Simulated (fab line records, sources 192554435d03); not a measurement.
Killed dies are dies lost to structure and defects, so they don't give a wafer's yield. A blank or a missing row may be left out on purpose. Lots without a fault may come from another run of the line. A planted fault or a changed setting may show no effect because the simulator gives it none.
One fault seen from 2 desks | flow n5_finfet | each desk has only its own numbers; what lay behind them comes last

THE TOOL OWNER'S DESK: ald_sin-03
The tool's own readings at N5_BEOL_M0_SAQP_ALD_48 (deposits SiO2, target thk 20 nm, pulse time 1 s, co reactant pulse time 1 s): means of the sampled wafers that have a number, for each lot that ran on this tool. A lot is out of limits, marked OUT, if its mean lies more than 4 standard deviations from the usual mean; the brackets give that distance.
Columns: A = heater_power_w at N5_BEOL_M0_SAQP_ALD_48, usual 76 W; B = precursor_pulse_height_rel at N5_BEOL_M0_SAQP_ALD_48, usual 1.000
lot  | first seen here | A  | B
L654 | day 7 00:08     | 78 | 1.019
L655 | day 7 00:38     | 74 | 1.002
L661 | day 8 19:17     | 78 | 0.997
This desk's finding: nothing out of limits on any of the 3 lots.

THE METROLOGY DESK
What the gauges read, lot by lot, whatever tool the lot ran on: means of the sampled wafers that have a number. A lot is out of limits, marked OUT, if its mean lies more than 4 standard deviations from the usual mean; the brackets give that distance. Of its 10 readings 7 are shown: those that lie furthest out on some lot.
Columns: A = DIBL_N at N5_BEOL_M4_RC_MEAS_101, usual 36.8 mV/V; B = DIBL_P at N5_BEOL_M4_RC_MEAS_101, usual 37.1 mV/V; C = IOFF_N at N5_BEOL_M4_RC_MEAS_101, usual 0.17 nA/um; D = ION_N at N5_BEOL_M4_RC_MEAS_101, usual 672 uA/um; E = ION_P at N5_BEOL_M4_RC_MEAS_101, usual 460 uA/um; F = VT_N at N5_BEOL_M4_RC_MEAS_101, usual 249 mV; G = VT_P at N5_BEOL_M4_RC_MEAS_101, usual -250 mV
lot  | first seen here | A    | B    | C    | D   | E   | F   | G
L650 | day 7 22:00     | 35.3 | 36.8 | 0.16 | 666 | 460 | 251 | -249
L651 | day 8 09:48     | 36.4 | 35.0 | 0.14 | 653 | 446 | 256 | -256
L653 | day 8 11:29     | 38.6 | 39.7 | 0.19 | 683 | 468 | 245 | -247
L655 | day 8 18:54     | 35.7 | 35.8 | 0.16 | 665 | 454 | 251 | -254
L654 | day 9 05:04     | 36.8 | 35.4 | 0.16 | 671 | 454 | 248 | -251
L656 | day 9 15:49     | 40.6 | 40.5 | 0.22 | 684 | 465 | 245 | -249
L661 | day 10 19:25    | 37.6 | 37.8 | 0.20 | 680 | 458 | 245 | -249
L671 | day 13 15:09    | 35.1 | 35.7 | 0.14 | 666 | 452 | 252 | -254
L672 | day 13 16:32    | 37.3 | 38.2 | 0.20 | 682 | 464 | 246 | -243
This desk's finding: nothing out of limits on any of the 9 lots.

PUT TOGETHER
The tool owner's desk saw nothing out of limits.
The metrology desk saw nothing out of limits.

WHAT THE SIMULATOR HAD PUT IN
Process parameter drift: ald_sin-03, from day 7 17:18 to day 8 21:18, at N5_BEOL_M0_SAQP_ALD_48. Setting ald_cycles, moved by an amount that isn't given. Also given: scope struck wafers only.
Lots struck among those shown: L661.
